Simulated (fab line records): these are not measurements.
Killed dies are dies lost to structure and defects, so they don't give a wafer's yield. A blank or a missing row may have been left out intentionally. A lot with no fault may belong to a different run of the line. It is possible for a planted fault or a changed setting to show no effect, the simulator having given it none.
fab line records	flow nandHarc
record: lots: 24	wafers: 72	lastDay: 34
route steps=1302 shown P_M1@315 P_M2@341 P_BONDPAD@377
lots that met no fault: taken from a fault-free run of the same line
startH: hours from the record's opening day to when the first of the lot's shown wafers began	waitH: time in hours since the lot's previous step	" the same as in the row above	L1.1+2: several wafers, shown together as one row	- no value, or no start given	* or withheld: withheld	< > ~ a bound
route shown NAME@n: a module of which the file shows steps, and the number in the route of the first	usual: mean and standard deviation over wafers with no fault	same: alike in all rows	chamber/n: place in a boat	sites: each site's reading	_std_site: standard deviation of those values	_edge_site: the outer-site mean with the inner-site mean subtracted	radiusMm: for every site, how far away it sits from the centre of the wafer	mask NAME#n: copy n	behind: tool/chamber where the wafer was last shaped	hold: why the lot went on hold/how many hours it stayed there/how the hold came to an end	device: which transistor (n, p or np) failed to switch	end of line: at the end of the route, the tests of the same wafers	where a step has no rows: the recipe by itself	killed: dies lost to structure and defects at the first sort, not the wafer's yield	map: per-die view of a wafer (x killed, . not killed, _ where there is no die)
set.NAME: the setting that was run; set.NAME@STEP: the one run at that earlier step	model.NAME: the simulator's own value behind a step, which no gauge read
route steps across a sampled set of lots; one table per step, one row per wafer
services: when a tool's chamber went out of use (startH, in hours from the record's first day, below 0 if earlier), for how many hours, and the reason
== steps ==
step: NHARC_P_M1_INSPECT_27
usual: rawDefectCount: 308/110
lot.wafer	tool	chamber	startH	waitH	rawDefectCount
L074.1	defectInspect-01	-	124.51	0.0	266
L074.2	"	-	"	"	323
L074.4	"	-	"	"	261
L076.1	defectInspect-01	-	141.64	0.0	240
L076.2	"	-	"	"	390
L076.4	"	-	"	"	275
L075.1	defectInspect-01	-	142.78	0.0	142
L075.2	"	-	"	"	481
L075.5	"	-	"	"	345
L077.1	defectInspect-02	-	154.93	0.0	202
L077.2	"	-	"	"	168
L077.4	"	-	"	"	144
L078.2	defectInspect-01	-	167.17	0.0	275
L078.4	"	-	"	"	209
L078.5	"	-	"	"	182
L079.1	defectInspect-02	-	172.36	0.0	208
L079.2	"	-	"	"	284
L079.4	"	-	"	"	226
L080.2	defectInspect-02	-	183.16	0.0	291
L080.3	"	-	"	"	492
L080.5	"	-	"	"	439
L081.4	defectInspect-01	-	201.64	0.0	371
L081.5	"	-	"	"	230
L081.6	"	-	"	"	209
L083.2	defectInspect-02	-	218.31	0.0	531
L083.3	"	-	"	"	300
L083.5	"	-	"	"	334
L082.4	defectInspect-01	-	218.78	0.0	211
L082.5	"	-	"	"	246
L082.6	"	-	"	"	298
L084.1	defectInspect-01	-	229.46	0.0	252
L084.2	"	-	"	"	190
L084.6	"	-	"	"	227
L085.2	defectInspect-02	-	242.30	0.0	327
L085.3	"	-	"	"	466
L085.6	"	-	"	"	254
L086.1	defectInspect-01	-	247.91	0.0	327
L086.3	"	-	"	"	357
L086.4	"	-	"	"	226
L087.4	defectInspect-01	-	254.93	0.0	210
L087.5	"	-	"	"	306
L087.6	"	-	"	"	232
L089.1	defectInspect-01	-	271.66	0.0	330
L089.2	"	-	"	"	196
L089.4	"	-	"	"	387
L088.2	defectInspect-01	-	271.92	0.0	277
L088.4	"	-	"	"	272
L088.5	"	-	"	"	299
L090.1	defectInspect-01	-	289.47	0.0	331
L090.3	"	-	"	"	154
L090.4	"	-	"	"	508
L091.2	defectInspect-02	-	304.43	0.0	451
L091.3	"	-	"	"	606
L091.6	"	-	"	"	315
L092.2	defectInspect-02	-	308.49	0.0	212
L092.3	"	-	"	"	350
L092.5	"	-	"	"	274
L093.2	defectInspect-01	-	321.93	0.0	319
L093.3	"	-	"	"	277
L093.6	"	-	"	"	374
L094.1	defectInspect-02	-	326.92	0.0	317
L094.3	"	-	"	"	476
L094.4	"	-	"	"	272
L095.2	defectInspect-02	-	338.67	0.0	461
L095.4	"	-	"	"	693
L095.5	"	-	"	"	284
L096.2	defectInspect-01	-	347.36	0.0	296
L096.4	"	-	"	"	375
L096.6	"	-	"	"	364
L097.1	defectInspect-01	-	364.66	0.0	395
L097.3	"	-	"	"	512
L097.5	"	-	"	"	486
step: NHARC_P_M1_PRE_CLEAN_32
recipe: timeS: 12	tempC: 370	rfPowerW: 300	gas: NH3
usual: heaterPowerW: 615/82
lot.wafer	tool	chamber	startH	waitH	heaterPowerW
L074.1	pecvd-01	2	124.58	0.1	514
L074.2	"	1	"	"	656
L074.4	"	1	"	"	672
L076.1	pecvd-02	1	141.71	0.1	478
L076.2	"	0	"	"	671
L076.4	"	0	"	"	705
L075.1	pecvd-02	0	142.85	0.1	806
L075.2	"	2	"	"	641
L075.5	"	0	"	"	802
L077.1	pecvd-03	2	155.01	0.1	603
L077.2	"	0	"	"	592
L077.4	"	0	"	"	574
L078.2	pecvd-02	1	167.25	0.1	431
L078.5	"	0	"	"	795
L078.4	"	1	"	"	435
L079.2	pecvd-02	2	172.43	0.1	731
L079.1	"	1	"	"	519
L079.4	"	2	"	"	747
L080.3	pecvd-03	2	183.24	0.1	624
L080.2	"	0	"	"	518
L080.5	"	2	"	"	626
L081.5	pecvd-01	1	201.74	0.1	607
L081.4	"	2	"	"	555
L081.6	"	0	"	"	559
L083.2	pecvd-01	2	218.38	0.1	553
L083.3	"	1	"	"	623
L083.5	"	2	"	"	573
L082.5	pecvd-03	0	218.89	0.1	584
L082.4	"	1	"	"	755
L082.6	"	2	"	"	636
L084.1	pecvd-03	2	229.53	0.1	611
L084.2	"	1	"	"	716
L084.6	"	0	"	"	603
L085.2	pecvd-03	2	242.36	0.1	604
L085.3	"	0	"	"	551
L085.6	"	2	"	"	595
L086.3	pecvd-03	2	247.99	0.1	636
L086.1	"	0	"	"	614
L086.4	"	2	"	"	643
L087.4	pecvd-02	2	255.04	0.1	623
L087.5	"	0	"	"	739
L087.6	"	1	"	"	536
L089.1	pecvd-02	2	271.73	0.1	601
L089.2	"	0	"	"	655
L089.4	"	0	"	"	658
L088.2	pecvd-01	0	272.02	0.1	584
L088.4	"	1	"	"	608
L088.5	"	2	"	"	531
L090.1	pecvd-01	2	289.54	0.1	532
L090.3	"	1	"	"	571
L090.4	"	1	"	"	556
L091.2	pecvd-01	2	304.52	0.1	492
L091.3	"	2	"	"	494
L091.6	"	2	"	"	500
L092.2	pecvd-01	2	308.56	0.1	563
L092.3	"	2	"	"	572
L092.5	"	2	"	"	564
L093.2	pecvd-03	2	322.01	0.1	653
L093.3	"	0	"	"	622
L093.6	"	2	"	"	665
L094.1	pecvd-03	1	326.99	0.1	737
L094.3	"	2	"	"	673
L094.4	"	0	"	"	536
L095.2	pecvd-02	2	338.75	0.1	603
L095.4	"	1	"	"	518
L095.5	"	0	"	"	654
L096.2	pecvd-02	1	347.44	0.1	513
L096.6	"	0	"	"	655
L096.4	"	1	"	"	539
L097.1	pecvd-01	1	364.72	0.1	679
L097.3	"	0	"	"	562
L097.5	"	0	"	"	582
step: NHARC_P_M2_PVD_21
recipe: targetThkA: 300	chamberPressurePa: 5	powerW: 5000	substrateTempC: 30	timeS: 20.49	material: Cu
usual: throttleValvePct: 29.8/0.85
lot.wafer	tool	chamber	startH	waitH	throttleValvePct
L074.4	pvdSputter-02	-	-	-	31.6
L074.2	"	-	"	"	29.5
L074.1	"	-	"	"	29.0
L076.1	pvdSputter-03	-	-	-	29.0
L076.2	"	-	"	"	31.1
L076.4	"	-	"	"	30.5
L075.2	pvdSputter-01	-	-	-	28.6
L075.1	"	-	"	"	31.0
L075.5	"	-	"	"	28.4
L077.4	pvdSputter-03	-	-	-	30.3
L077.2	"	-	"	"	29.2
L077.1	"	-	"	"	30.7
L078.4	pvdSputter-02	-	-	-	29.7
L078.2	"	-	"	"	28.9
L078.5	"	-	"	"	29.6
L079.1	pvdSputter-02	-	-	-	28.7
L079.2	"	-	"	"	31.3
L079.4	"	-	"	"	29.7
L080.2	pvdSputter-03	-	-	-	28.7
L080.3	"	-	"	"	30.5
L080.5	"	-	"	"	30.8
L081.4	pvdSputter-02	-	-	-	29.1
L081.5	"	-	"	"	29.5
L081.6	"	-	"	"	29.6
L083.2	pvdSputter-03	-	-	-	28.8
L083.3	"	-	"	"	30.3
L083.5	"	-	"	"	30.4
L082.4	pvdSputter-01	-	-	-	28.4
L082.5	"	-	"	"	31.1
L082.6	"	-	"	"	29.3
L084.2	pvdSputter-02	-	-	-	31.5
L084.1	"	-	"	"	29.6
L084.6	"	-	"	"	29.5
L085.2	pvdSputter-03	-	-	-	30.3
L085.3	"	-	"	"	28.6
L085.6	"	-	"	"	30.6
L086.3	pvdSputter-02	-	-	-	31.4
L086.1	"	-	"	"	29.6
L086.4	"	-	"	"	29.6
L087.4	pvdSputter-03	-	-	-	29.4
L087.5	"	-	"	"	30.5
L087.6	"	-	"	"	30.0
L089.4	pvdSputter-03	-	-	-	29.8
L089.1	"	-	"	"	30.6
L089.2	"	-	"	"	30.2
L088.2	pvdSputter-01	-	-	-	30.3
L088.4	"	-	"	"	30.1
L088.5	"	-	"	"	29.2
L090.1	pvdSputter-03	-	-	-	30.5
L090.4	"	-	"	"	30.5
L090.3	"	-	"	"	29.7
L091.3	pvdSputter-01	-	-	-	30.0
L091.2	"	-	"	"	29.3
L091.6	"	-	"	"	30.1
L092.2	pvdSputter-03	-	-	-	29.5
L092.3	"	-	"	"	30.6
L092.5	"	-	"	"	30.7
L093.2	pvdSputter-02	-	-	-	28.6
L093.3	"	-	"	"	30.1
L093.6	"	-	"	"	28.6
L094.1	pvdSputter-03	-	-	-	30.3
L094.3	"	-	"	"	30.4
L094.4	"	-	"	"	28.5
L095.2	pvdSputter-02	-	-	-	29.3
L095.4	"	-	"	"	30.2
L095.5	"	-	"	"	28.6
L096.2	pvdSputter-01	-	-	-	30.0
L096.4	"	-	"	"	29.5
L096.6	"	-	"	"	30.2
L097.1	pvdSputter-02	-	-	-	30.3
L097.3	"	-	"	"	30.1
L097.5	"	-	"	"	30.2
step: NHARC_P_M2_CMP_23
recipe: tOverpolishS: 20	targetThkNm: 144.3
usual: motorCurrentA: 12.3/1	slurryFilterDpKPa: 13.51/0.12	timeToEndpointS: 30.0/2.8
same: tOverpolishS: 20
lot.wafer	tool	chamber	startH	waitH	motorCurrentA	slurryFilterDpKPa	timeToEndpointS
L074.4	cmp-02	0	128.06	-	12.5	13.47	23.5
L074.1	"	1	"	"	12.2	13.58	26.2
L074.2	"	3	"	"	12.3	13.48	27.6
L076.1	cmp-02	1	145.36	-	12.7	13.61	34.5
L076.4	"	2	"	"	11.2	13.63	25.6
L076.2	"	3	"	"	11.8	13.63	29.6
L075.2	cmp-03	0	146.32	-	11.4	13.51	27.2
L075.1	"	3	"	"	12.3	13.61	31.4
L075.5	"	1	"	"	12.9	13.56	28.0
L077.1	cmp-02	3	158.47	-	12.3	13.45	33.4
L077.4	"	1	"	"	12.1	13.51	34.8
L077.2	"	2	"	"	11.5	13.41	28.8
L078.2	cmp-02	2	170.90	-	11.7	13.56	25.9
L078.4	"	3	"	"	11.7	13.39	27.0
L078.5	"	1	"	"	12.1	13.48	30.8
L079.2	cmp-02	2	175.92	-	11.5	13.67	26.9
L079.4	"	3	"	"	12.1	13.40	29.6
L079.1	"	1	"	"	11.4	13.42	34.2
L080.2	cmp-03	0	186.87	-	11.9	13.66	25.0
L080.3	"	1	"	"	12.8	13.47	24.2
L080.5	"	3	"	"	12.9	13.72	27.6
L081.4	cmp-02	2	205.26	-	11.5	13.76	25.9
L081.5	"	1	"	"	12.0	13.31	31.2
L081.6	"	2	"	"	11.5	13.43	25.6
L083.3	cmp-01	3	222.13	-	12.6	13.55	33.9
L083.2	"	1	"	"	11.4	13.52	29.0
L083.5	"	2	"	"	11.0	13.62	34.0
L082.4	cmp-02	3	222.50	-	11.6	13.27	31.6
L082.6	"	2	"	"	11.9	13.50	28.8
L082.5	"	3	"	"	12.7	13.34	30.5
L084.1	cmp-01	0	233.11	-	13.9	13.81	31.4
L084.2	"	3	"	"	11.9	13.36	28.9
L084.6	"	0	"	"	14.4	13.52	30.3
L085.2	cmp-03	1	246.04	-	13.5	13.39	27.4
L085.3	"	2	"	"	14.2	13.17	28.5
L085.6	"	3	"	"	12.6	13.69	30.6
L086.4	cmp-01	0	251.68	-	14.0	13.58	29.7
L086.3	"	1	"	"	11.9	13.70	30.9
L086.1	"	2	"	"	10.4	13.46	30.7
L087.4	cmp-03	3	258.65	-	11.4	13.34	31.1
L087.6	"	2	"	"	14.7	13.50	29.6
L087.5	"	3	"	"	12.5	13.31	32.9
L089.1	cmp-02	0	275.21	-	12.0	13.46	28.4
L089.4	"	1	"	"	12.0	13.49	31.7
L089.2	"	3	"	"	11.7	13.57	30.5
L088.4	cmp-03	2	275.60	-	14.2	13.34	34.3
L088.2	"	3	"	"	12.3	13.55	33.0
L088.5	"	3	"	"	12.6	13.29	34.4
L090.4	cmp-03	3	293.07	-	12.5	13.46	32.8
L090.3	"	0	"	"	11.7	13.55	28.5
L090.1	"	1	"	"	12.4	13.41	28.1
L091.3	cmp-01	0	308.33	-	13.8	13.58	32.4
L091.2	"	2	"	"	10.0	13.50	31.4
L091.6	"	0	"	"	14.1	13.62	31.5
L092.2	cmp-01	2	312.28	-	10.5	13.67	30.9
L092.3	"	3	"	"	12.4	13.23	33.8
L092.5	"	0	"	"	14.2	13.39	32.6
L093.3	cmp-01	0	325.60	-	14.4	13.49	30.9
L093.2	"	2	"	"	10.1	13.71	30.9
L093.6	"	0	"	"	14.6	13.48	32.1
L094.3	cmp-03	2	330.60	-	14.3	13.34	34.0
L094.4	"	3	"	"	11.9	13.35	33.1
L094.1	"	1	"	"	12.7	13.57	27.6
L095.2	cmp-02	3	342.35	-	12.0	13.56	36.4
L095.4	"	0	"	"	12.1	13.45	30.8
L095.5	"	0	"	"	11.7	13.65	31.9
L096.2	cmp-03	1	351.07	-	13.2	13.57	28.7
L096.4	"	0	"	"	11.7	13.43	30.1
L096.6	"	2	"	"	13.5	13.69	32.8
L097.3	cmp-03	2	368.35	-	14.1	13.53	32.8
L097.1	"	0	"	"	12.2	13.52	30.9
L097.5	"	2	"	"	13.8	13.37	32.1
step: NHARC_P_M2_PRE_CLEAN_32
recipe: timeS: 12	tempC: 370	rfPowerW: 300	gas: NH3
usual: heaterPowerW: 616/79
lot.wafer	tool	chamber	startH	waitH	heaterPowerW
L074.2	pecvd-02	0	128.62	0.1	696
L074.1	"	1	"	"	478
L074.4	"	0	"	"	702
L076.2	pecvd-02	2	145.90	0.1	653
L076.1	"	0	"	"	717
L076.4	"	1	"	"	463
L075.2	pecvd-02	0	146.86	0.1	743
L075.1	"	1	"	"	500
L075.5	"	2	"	"	737
L077.1	pecvd-03	0	159.01	0.1	602
L077.2	"	1	"	"	690
L077.4	"	0	"	"	613
L078.2	pecvd-01	1	171.39	0.1	557
L078.4	"	1	"	"	580
L078.5	"	0	"	"	657
L079.1	pecvd-03	0	176.46	0.1	608
L079.2	"	1	"	"	586
L079.4	"	2	"	"	593
L080.3	pecvd-02	0	187.39	0.1	706
L080.2	"	1	"	"	503
L080.5	"	1	"	"	492
L081.5	pecvd-01	1	205.83	0.1	634
L081.4	"	2	"	"	508
L081.6	"	0	"	"	610
L083.2	pecvd-02	1	222.64	0.1	485
L083.3	"	0	"	"	706
L083.5	"	1	"	"	499
L082.4	pecvd-01	2	223.05	0.1	562
L082.6	"	0	"	"	581
L082.5	"	1	"	"	642
L084.2	pecvd-01	0	233.66	0.1	631
L084.1	"	1	"	"	554
L084.6	"	1	"	"	567
L085.2	pecvd-01	0	246.53	0.1	664
L085.3	"	1	"	"	546
L085.6	"	2	"	"	558
L086.3	pecvd-01	0	252.22	0.1	578
L086.1	"	2	"	"	549
L086.4	"	1	"	"	636
L087.5	pecvd-02	0	259.20	0.1	659
L087.6	"	1	"	"	512
L087.4	"	2	"	"	638
L089.2	pecvd-02	2	275.75	0.1	620
L089.1	"	1	"	"	476
L089.4	"	1	"	"	478
L088.2	pecvd-01	0	276.14	0.1	643
L088.5	"	0	"	"	671
L088.4	"	1	"	"	571
L090.3	pecvd-03	2	293.58	0.1	662
L090.1	"	0	"	"	560
L090.4	"	0	"	"	565
L091.2	pecvd-02	0	308.87	0.1	701
L091.3	"	2	"	"	644
L091.6	"	0	"	"	700
L092.3	pecvd-02	1	312.81	0.1	502
L092.2	"	2	"	"	584
L092.5	"	1	"	"	503
L093.2	pecvd-03	2	326.13	0.1	687
L093.3	"	1	"	"	677
L093.6	"	1	"	"	699
L094.1	pecvd-03	1	331.15	0.1	747
L094.3	"	2	"	"	692
L094.4	"	0	"	"	637
L095.2	pecvd-03	1	342.92	0.1	676
L095.5	"	0	"	"	605
L095.4	"	1	"	"	667
L096.2	pecvd-03	1	351.61	0.1	762
L096.6	"	2	"	"	588
L096.4	"	0	"	"	604
L097.3	pecvd-02	2	368.89	0.1	637
L097.1	"	0	"	"	673
L097.5	"	2	"	"	647
step: NHARC_P_BONDPAD_PVD_27
recipe: targetThkA: 300	chamberPressurePa: 5	powerW: 5000	substrateTempC: 30	timeS: 20.49	material: Cu
usual: throttleValvePct: 29.7/0.87
lot.wafer	tool	chamber	startH	waitH	throttleValvePct
L074.2	pvdSputter-01	-	-	-	31.1
L074.1	"	-	"	"	31.0
L074.4	"	-	"	"	29.4
L076.2	pvdSputter-01	-	-	-	29.4
L076.1	"	-	"	"	31.1
L076.4	"	-	"	"	31.1
L075.2	pvdSputter-02	-	-	-	29.5
L075.1	"	-	"	"	31.5
L075.5	"	-	"	"	29.3
L077.2	pvdSputter-02	-	-	-	29.5
L077.4	"	-	"	"	29.6
L077.1	"	-	"	"	31.7
L078.2	pvdSputter-01	-	-	-	29.5
L078.4	"	-	"	"	28.6
L078.5	"	-	"	"	28.6
L079.2	pvdSputter-01	-	-	-	28.4
L079.1	"	-	"	"	31.4
L079.4	"	-	"	"	29.1
L080.2	pvdSputter-01	-	-	-	31.1
L080.3	"	-	"	"	28.7
L080.5	"	-	"	"	30.8
L081.4	pvdSputter-03	-	-	-	28.2
L081.6	"	-	"	"	30.4
L081.5	"	-	"	"	28.5
L083.2	pvdSputter-03	-	-	-	30.5
L083.3	"	-	"	"	30.4
L083.5	"	-	"	"	29.8
L082.4	pvdSputter-02	-	226.17	-	29.0
L082.5	"	-	"	"	29.0
L082.6	"	-	"	"	31.1
L084.2	pvdSputter-01	-	-	-	28.6
L084.1	"	-	"	"	30.2
L084.6	"	-	"	"	28.5
L085.3	pvdSputter-03	-	-	-	28.6
L085.2	"	-	"	"	29.8
L085.6	"	-	"	"	30.4
L086.3	pvdSputter-01	-	-	-	29.4
L086.4	"	-	"	"	30.0
L086.1	"	-	"	"	30.1
L087.4	pvdSputter-01	-	-	-	30.2
L087.6	"	-	"	"	30.7
L087.5	"	-	"	"	29.6
L089.1	pvdSputter-03	-	-	-	29.7
L089.4	"	-	"	"	28.6
L089.2	"	-	"	"	30.4
L088.2	pvdSputter-02	-	-	-	28.8
L088.4	"	-	"	"	29.5
L088.5	"	-	"	"	28.7
L090.3	pvdSputter-01	-	-	-	29.5
L090.1	"	-	"	"	28.4
L090.4	"	-	"	"	30.1
L091.3	pvdSputter-01	-	-	-	30.5
L091.2	"	-	"	"	28.6
L091.6	"	-	"	"	30.2
L092.3	pvdSputter-01	-	-	-	30.6
L092.2	"	-	"	"	29.9
L092.5	"	-	"	"	29.6
L093.3	pvdSputter-03	-	-	-	30.5
L093.2	"	-	"	"	30.4
L093.6	"	-	"	"	28.6
L094.3	pvdSputter-02	-	-	-	29.0
L094.1	"	-	"	"	28.4
L094.4	"	-	"	"	29.9
L095.4	pvdSputter-03	-	-	-	30.5
L095.2	"	-	"	"	28.6
L095.5	"	-	"	"	30.4
L096.4	pvdSputter-02	-	-	-	28.8
L096.2	"	-	"	"	30.4
L096.6	"	-	"	"	29.3
L097.3	pvdSputter-02	-	-	-	29.4
L097.1	"	-	"	"	30.1
L097.5	"	-	"	"	28.7
== services ==
tool	chamber	startH	hours	kind
pvdSputter-02	-	104.01	10.0	pm
pecvd-01	-	130.36	13.0	pm
cmp-02	-	134.50	4.0	pm
pvdSputter-03	-	149.18	7.5	repair
pecvd-02	-	152.93	0.6	repair
cmp-03	-	162.07	4.0	pm
pvdSputter-03	-	170.03	10.0	pm
cmp-03	-	171.80	1.3	repair
pecvd-03	-	185.38	13.0	pm
cmp-02	-	192.80	0.2	repair
pvdSputter-03	-	203.42	1.3	repair
cmp-03	-	204.49	0.4	repair
pecvd-02	-	227.45	13.0	pm
pvdSputter-03	-	250.75	5.1	repair
pvdSputter-01	-	256.83	0.7	repair
pvdSputter-02	-	282.01	10.0	pm
pvdSputter-01	-	284.48	3.6	repair
pecvd-01	0	294.03	15.4	repair
pvdSputter-02	-	308.49	8.9	repair
pecvd-01	-	311.54	13.0	pm
pvdSputter-03	-	314.35	4.1	repair
pvdSputter-03	-	348.03	10.0	pm
pecvd-03	-	366.38	13.0	pm
pecvd-02	-	367.09	1.2	repair
== key ==
fault none
